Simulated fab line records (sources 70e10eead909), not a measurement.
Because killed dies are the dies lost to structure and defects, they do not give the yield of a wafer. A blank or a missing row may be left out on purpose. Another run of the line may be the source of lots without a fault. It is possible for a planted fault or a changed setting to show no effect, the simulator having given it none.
Problem report, 8D (eight disciplines) form, completed by code -- flow nand harc -- the parts of the form that need people (team, actions taken, sign-off) are left out

1. THE PROBLEM
Wafers without a fault read 630.7 s, standard deviation 0.56; run length s at NHARC_A_BLC_ETCH_17 reads a mean of 392.3 s on 3 wafers belonging to 3 lots. That is -99 or more standard deviations from the usual mean.
The step: etches the open film in N2/H2, target depth 390 nm, time 609.38 s.
Seen first at day 21 15:37 on rie diel-12, wafer L364.4. The record holds 43 wafers of 15 lots with a number at this step. Rule for "out", or "out of limits": more than 4 standard deviations from the usual mean. All remaining wafers that have a number are taken as sound.

2. WHAT IT IS; WHAT IT IS NOT
question,is,is not
which readings at this step,run length s,"drypump motor current A, oes product au, rf vpp V, showerhead plenum p Torr, throttle valve pct"
which lots,"L364, L368, L369","L349, L350, L352, L353, L354, L355, L356, L357, L358, L360, L370, L372"
which wafers of those lots,"L364.4, L368.6, L369.4","L364.3, L368.3, L369.1, L369.3"
read on which tools,rie diel-12,"rie diel-11, rie diel-13"
when,from day 21 15:37,"up to then (31 sound wafers); but 9 sound wafers of L368, L369, L370, L372 came after"

3. SUSPECTS, AND WHAT RULES EACH OUT
Counting: a tool at a process step up to the reading stays a suspect if it ran every lot that is out. Sound lots after the first of them don't rule it out here, since some wafers of a struck lot are sound.
- rie diel-12 at NHARC_A_BLC_DESCUM_15 (chemistry O2, time 3 s): kept. It ran every lot that is out, first L364 (day 21 15:22); its last sound lot up to then is L360 (day 19 20:44).
- rie diel-12 at NHARC_A_BLC_ETCH_17 (etches the open film in N2/H2, target depth 390 nm, time 609.38 s): kept. It ran every lot that is out, first L364 (day 21 15:37); its last sound lot up to then is L360 (day 19 21:00). Its own run length s readings are out on those wafers.
- Within rie diel-12 at NHARC_A_BLC_ETCH_17: the wafers that are out ran in chambers 0, 2; their sound lot-mates ran in chambers 1, 3.
Left after counting: rie diel-12 at NHARC_A_BLC_DESCUM_15, rie diel-12 at NHARC_A_BLC_ETCH_17.

4. THE CAUSE (what the simulator had put in)
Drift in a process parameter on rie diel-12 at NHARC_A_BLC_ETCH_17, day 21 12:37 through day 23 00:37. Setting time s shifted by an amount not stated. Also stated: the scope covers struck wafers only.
After counting, 2 suspects remain, this tool included.

5. THE CHAIN OF EFFECTS, in route order
Each row: a reading where the mean over the struck wafers with a number is more than 3 standard deviations away from the usual. Only readings for which the record gives a usual standard deviation are gone through. hours: the time from each lot's start at the first step in this table that gives one to its start at this step, as a median over the lots. sigmas: the change in usual standard deviations.
hours,step,reading,usual,on struck wafers,change,sigmas
0,NHARC_A_BLC_ETCH_17,run length s,630.7 s,392.3,-238.4,-99 or more
The process steps in it:
- NHARC_A_BLC_ETCH_17: etches the open film in N2/H2, target depth 390 nm, time 609.38 s.

6. HOW IT WOULD HAVE BEEN CAUGHT EARLIER
In this record the first reading out of limits was taken at day 21 15:37, 3 hours after the fault began at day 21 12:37.
